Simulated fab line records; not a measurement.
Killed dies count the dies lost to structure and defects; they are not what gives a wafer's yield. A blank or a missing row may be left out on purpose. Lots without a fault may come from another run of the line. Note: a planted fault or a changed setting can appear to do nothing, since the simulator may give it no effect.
What tool caused it? || flow n5-finfet || 14 lots, 34 wafers sampled, at 3 steps of a route of 1938

WHAT EACH GAUGE READ, for each wafer
N5_BEOL_M12_CD_MEAS_10: target cd 140 nm. Usual: 140 nm for cd-nm, sd 3.1.
{"lot": "L633", "measured": "day 10 17:56", "on": "cd-sem-03", "cd-nm (nm)": "143 142 141", "flag": ""}
{"lot": "L636", "measured": "day 11 08:32", "on": "cd-sem-01", "cd-nm (nm)": "139 142", "flag": ""}
{"lot": "L635", "measured": "day 11 11:50", "on": "cd-sem-03", "cd-nm (nm)": "138 137", "flag": ""}
{"lot": "L639", "measured": "day 11 20:23", "on": "cd-sem-03", "cd-nm (nm)": "139 141", "flag": ""}
{"lot": "L641", "measured": "day 12 13:57", "on": "cd-sem-03", "cd-nm (nm)": "140 142", "flag": ""}
{"lot": "L640", "measured": "day 12 14:14", "on": "cd-sem-03", "cd-nm (nm)": "143 138", "flag": ""}
{"lot": "L642", "measured": "day 12 16:37", "on": "cd-sem-02", "cd-nm (nm)": "144 145 143", "flag": ""}
{"lot": "L643", "measured": "day 12 20:07", "on": "cd-sem-03", "cd-nm (nm)": "139 139", "flag": ""}
{"lot": "L645", "measured": "day 13 21:00", "on": "cd-sem-03", "cd-nm (nm)": "139 140", "flag": ""}
{"lot": "L646", "measured": "day 14 04:21", "on": "cd-sem-03", "cd-nm (nm)": "138 139", "flag": ""}
{"lot": "L648", "measured": "day 14 13:43", "on": "cd-sem-01", "cd-nm (nm)": "143 142 140", "flag": ""}
{"lot": "L651", "measured": "day 15 01:23", "on": "cd-sem-02", "cd-nm (nm)": "128 126 128", "flag": "OFF"}
{"lot": "L650", "measured": "day 15 04:07", "on": "cd-sem-01", "cd-nm (nm)": "128 130 132", "flag": "OFF"}
{"lot": "L654", "measured": "day 15 21:01", "on": "cd-sem-01", "cd-nm (nm)": "143 143 145", "flag": ""}

TOOL THAT RAN EACH LOT (tool first, then ch and the chambers of the sampled wafers, then the start)
{"lot": "L633", "N5_BEOL_M11_DEGAS_44": "pvd-sputter-01, day 10 15:24", "N5_BEOL_M12_PEB_08": "litho-track-04 ch 0, day 10 17:49"}
{"lot": "L636", "N5_BEOL_M11_DEGAS_44": "pvd-sputter-03, day 11 06:14", "N5_BEOL_M12_PEB_08": "litho-track-03 ch 0, day 11 08:26"}
{"lot": "L635", "N5_BEOL_M11_DEGAS_44": "pvd-sputter-01, day 11 09:18", "N5_BEOL_M12_PEB_08": "litho-track-05 ch 0, day 11 11:43"}
{"lot": "L639", "N5_BEOL_M11_DEGAS_44": "pvd-sputter-01, day 11 16:52", "N5_BEOL_M12_PEB_08": "litho-track-03 ch 0, day 11 20:16"}
{"lot": "L641", "N5_BEOL_M11_DEGAS_44": "pvd-sputter-03, day 12 11:34", "N5_BEOL_M12_PEB_08": "litho-track-03 ch 0, day 12 13:50"}
{"lot": "L640", "N5_BEOL_M11_DEGAS_44": "pvd-sputter-03, day 12 11:43", "N5_BEOL_M12_PEB_08": "litho-track-03 ch 0, day 12 14:08"}
{"lot": "L642", "N5_BEOL_M11_DEGAS_44": "pvd-sputter-02, day 12 13:50", "N5_BEOL_M12_PEB_08": "litho-track-03 ch 0, day 12 16:30"}
{"lot": "L643", "N5_BEOL_M11_DEGAS_44": "pvd-sputter-02, day 12 17:47", "N5_BEOL_M12_PEB_08": "litho-track-05 ch 0, day 12 20:01"}
{"lot": "L645", "N5_BEOL_M11_DEGAS_44": "pvd-sputter-02, day 13 18:37", "N5_BEOL_M12_PEB_08": "litho-track-05 ch 0, day 13 20:53"}
{"lot": "L646", "N5_BEOL_M11_DEGAS_44": "pvd-sputter-01, day 14 02:10", "N5_BEOL_M12_PEB_08": "litho-track-05 ch 0, day 14 04:14"}
{"lot": "L648", "N5_BEOL_M11_DEGAS_44": "pvd-sputter-01, day 14 11:28", "N5_BEOL_M12_PEB_08": "litho-track-03 ch 0, day 14 13:36"}
{"lot": "L651", "N5_BEOL_M11_DEGAS_44": "pvd-sputter-01, day 14 22:43", "N5_BEOL_M12_PEB_08": "litho-track-03 ch 0, day 15 01:16"}
{"lot": "L650", "N5_BEOL_M11_DEGAS_44": "pvd-sputter-01, day 15 01:50", "N5_BEOL_M12_PEB_08": "litho-track-03 ch 0, day 15 04:01"}
{"lot": "L654", "N5_BEOL_M11_DEGAS_44": "pvd-sputter-03, day 15 18:35", "N5_BEOL_M12_PEB_08": "litho-track-04 ch 0, day 15 20:53"}
- N5_BEOL_M11_DEGAS_44: time 60 s.
- N5_BEOL_M12_PEB_08: peb time 90 s.

AS READ BY THE TOOLS THEMSELVES (means over the sampled wafers that have a number; for cases with no such wafer, the mark the record gives instead)
N5_BEOL_M11_DEGAS_44. Usual: 345 W for heater-power-w, sd 34.
{"lot": "L633", "tool": "pvd-sputter-01", "heater-power-w (W)": 384, "flag": ""}
{"lot": "L636", "tool": "pvd-sputter-03", "heater-power-w (W)": 354, "flag": ""}
{"lot": "L635", "tool": "pvd-sputter-01", "heater-power-w (W)": 338, "flag": ""}
{"lot": "L639", "tool": "pvd-sputter-01", "heater-power-w (W)": 345, "flag": ""}
{"lot": "L641", "tool": "pvd-sputter-03", "heater-power-w (W)": 375, "flag": ""}
{"lot": "L640", "tool": "pvd-sputter-03", "heater-power-w (W)": 372, "flag": ""}
{"lot": "L642", "tool": "pvd-sputter-02", "heater-power-w (W)": 322, "flag": ""}
{"lot": "L643", "tool": "pvd-sputter-02", "heater-power-w (W)": 344, "flag": ""}
{"lot": "L645", "tool": "pvd-sputter-02", "heater-power-w (W)": 338, "flag": ""}
{"lot": "L646", "tool": "pvd-sputter-01", "heater-power-w (W)": 360, "flag": ""}
{"lot": "L648", "tool": "pvd-sputter-01", "heater-power-w (W)": 369, "flag": ""}
{"lot": "L651", "tool": "pvd-sputter-01", "heater-power-w (W)": 360, "flag": ""}
{"lot": "L650", "tool": "pvd-sputter-01", "heater-power-w (W)": 352, "flag": ""}
{"lot": "L654", "tool": "pvd-sputter-03", "heater-power-w (W)": 380, "flag": ""}

N5_BEOL_M12_PEB_08. Usual: heater-power-total-W 172.5 W, standard deviation 0.8; plate-temp-C 129.98 C, standard deviation 0.12.
{"lot": "L633", "tool": "litho-track-04", "heater-power-total-W (W)": 172.5, "plate-temp-C (C)": 129.93, "flag": ""}
{"lot": "L636", "tool": "litho-track-03", "heater-power-total-W (W)": 172.6, "plate-temp-C (C)": 130.08, "flag": ""}
{"lot": "L635", "tool": "litho-track-05", "heater-power-total-W (W)": 172.7, "plate-temp-C (C)": 130.14, "flag": ""}
{"lot": "L639", "tool": "litho-track-03", "heater-power-total-W (W)": 172.9, "plate-temp-C (C)": 129.93, "flag": ""}
{"lot": "L641", "tool": "litho-track-03", "heater-power-total-W (W)": 171.0, "plate-temp-C (C)": 129.91, "flag": ""}
{"lot": "L640", "tool": "litho-track-03", "heater-power-total-W (W)": 171.6, "plate-temp-C (C)": 129.95, "flag": ""}
{"lot": "L642", "tool": "litho-track-03", "heater-power-total-W (W)": 172.3, "plate-temp-C (C)": 130.06, "flag": ""}
{"lot": "L643", "tool": "litho-track-05", "heater-power-total-W (W)": 172.6, "plate-temp-C (C)": 129.86, "flag": ""}
{"lot": "L645", "tool": "litho-track-05", "heater-power-total-W (W)": 172.3, "plate-temp-C (C)": 130.03, "flag": ""}
{"lot": "L646", "tool": "litho-track-05", "heater-power-total-W (W)": 171.4, "plate-temp-C (C)": 129.98, "flag": ""}
{"lot": "L648", "tool": "litho-track-03", "heater-power-total-W (W)": 171.9, "plate-temp-C (C)": 130.15, "flag": ""}
{"lot": "L651", "tool": "litho-track-03", "heater-power-total-W (W)": 166.1, "plate-temp-C (C)": 126.42, "flag": "OFF"}
{"lot": "L650", "tool": "litho-track-03", "heater-power-total-W (W)": 165.8, "plate-temp-C (C)": 126.46, "flag": "OFF"}
{"lot": "L654", "tool": "litho-track-04", "heater-power-total-W (W)": 172.6, "plate-temp-C (C)": 129.90, "flag": ""}

THE ANSWER, worked out from the rows above alone
Rule: a lot is off if the mean of its wafers that have a number lies more than 3 standard deviations from the usual mean. A lot without any number at a reading at which 4 lots or more have one is off too. Where the step has rows for the other lots, those lots are counted as sound. After the gauges, taken in route order, come the tools' own readings; for these a lot's mean is taken, as printed above. At the first step where some lot is off, the reading lying furthest off is the one used; lots without a number count as furthest.
Off at N5_BEOL_M12_CD_MEAS_10 (cd-nm): L651, L650.
If a tool, at a process step before that reading, ran all the lots that are off and no sound lot after the first of them, it fits. Not tried: the gauges at N5_BEOL_M12_CD_MEAS_10; whatever is off there is also off at N5_BEOL_M12_PEB_08, on other tools, and gauge error can't account for it. Undecided on this evidence; 2 tools fit (pvd-sputter-01 at N5_BEOL_M11_DEGAS_44, litho-track-03 at N5_BEOL_M12_PEB_08).

WHAT HAD BEEN PUT IN BY THE SIMULATOR
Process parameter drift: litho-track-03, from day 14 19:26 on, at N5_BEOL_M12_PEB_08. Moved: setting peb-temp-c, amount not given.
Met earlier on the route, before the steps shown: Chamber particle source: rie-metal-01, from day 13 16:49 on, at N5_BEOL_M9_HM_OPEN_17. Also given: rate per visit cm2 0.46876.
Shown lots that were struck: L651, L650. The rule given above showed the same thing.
